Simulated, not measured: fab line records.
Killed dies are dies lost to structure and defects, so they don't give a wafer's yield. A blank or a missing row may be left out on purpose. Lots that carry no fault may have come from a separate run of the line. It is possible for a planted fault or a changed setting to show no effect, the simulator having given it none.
Matching of chambers || flow nand_harc || NHARC_A_CHANNEL_HOLE_D2_ETCH_44 on rie_diel-03 has 4 sister chambers
The step etches the open film in CF4/O2, target depth 140 nm, overetch 14 nm, time 77 s. 7 wafers are shown with their chamber, then 7 later ones without.

== WAFERS WITH THEIR CHAMBER ==
{"wafer": "L080.1", "chamber": 1, "drypump_motor_current_A (A)": 6.5, "showerhead_plenum_p_Torr (Torr)": 1.29}
{"wafer": "L080.4", "chamber": 3, "drypump_motor_current_A (A)": 5.3, "showerhead_plenum_p_Torr (Torr)": 1.30}
{"wafer": "L085.1", "chamber": 3, "drypump_motor_current_A (A)": 5.3, "showerhead_plenum_p_Torr (Torr)": 1.30}
{"wafer": "L085.4", "chamber": 2, "drypump_motor_current_A (A)": 5.6, "showerhead_plenum_p_Torr (Torr)": 1.26}
{"wafer": "L085.5", "chamber": 2, "drypump_motor_current_A (A)": 5.6, "showerhead_plenum_p_Torr (Torr)": 1.26}
{"wafer": "L089.4", "chamber": 0, "drypump_motor_current_A (A)": 6.3, "showerhead_plenum_p_Torr (Torr)": 1.26}
{"wafer": "L089.5", "chamber": 1, "drypump_motor_current_A (A)": 6.4, "showerhead_plenum_p_Torr (Torr)": 1.28}

== WAFERS MISSING THEIR CHAMBER ==
{"wafer": "L089.6", "drypump_motor_current_A (A)": 5.6, "showerhead_plenum_p_Torr (Torr)": 1.26}
{"wafer": "L092.3", "drypump_motor_current_A (A)": 5.6, "showerhead_plenum_p_Torr (Torr)": 1.26}
{"wafer": "L092.4", "drypump_motor_current_A (A)": 6.3, "showerhead_plenum_p_Torr (Torr)": 1.26}
{"wafer": "L092.5", "drypump_motor_current_A (A)": 5.6, "showerhead_plenum_p_Torr (Torr)": 1.26}
{"wafer": "L097.3", "drypump_motor_current_A (A)": 5.3, "showerhead_plenum_p_Torr (Torr)": 1.30}
{"wafer": "L097.5", "drypump_motor_current_A (A)": 6.3, "showerhead_plenum_p_Torr (Torr)": 1.26}
{"wafer": "L097.6", "drypump_motor_current_A (A)": 6.4, "showerhead_plenum_p_Torr (Torr)": 1.28}

== CHAMBER TAKEN BY EACH ==
{"wafer": "L089.6", "from the rows above": 2, "in truth": 2}
{"wafer": "L092.3", "from the rows above": 2, "in truth": 2}
{"wafer": "L092.4", "from the rows above": 0, "in truth": 0}
{"wafer": "L092.5", "from the rows above": 2, "in truth": 2}
{"wafer": "L097.3", "from the rows above": 3, "in truth": 3}
{"wafer": "L097.5", "from the rows above": 0, "in truth": 0}
{"wafer": "L097.6", "from the rows above": 1, "in truth": 1}
Correctly placed: 7 of 7. Left unplaced by these rows: 0. Number placed wrongly: 0.
How it was worked out, from the rows above alone: a wafer's distance from a chamber is the root of the sum, over the readings, of the square of ((its reading less the chamber's mean) divided by the reading's scatter). The wafer belongs to the nearest chamber; if the next one is less than 2 further off, it can't be placed. For every chamber, the mean is computed from those of its wafers that are shown. How the scatter is found: for the shown wafers, subtract from each reading the mean of its chamber, square and add these, divide the total by (wafers less chambers), then take the root.
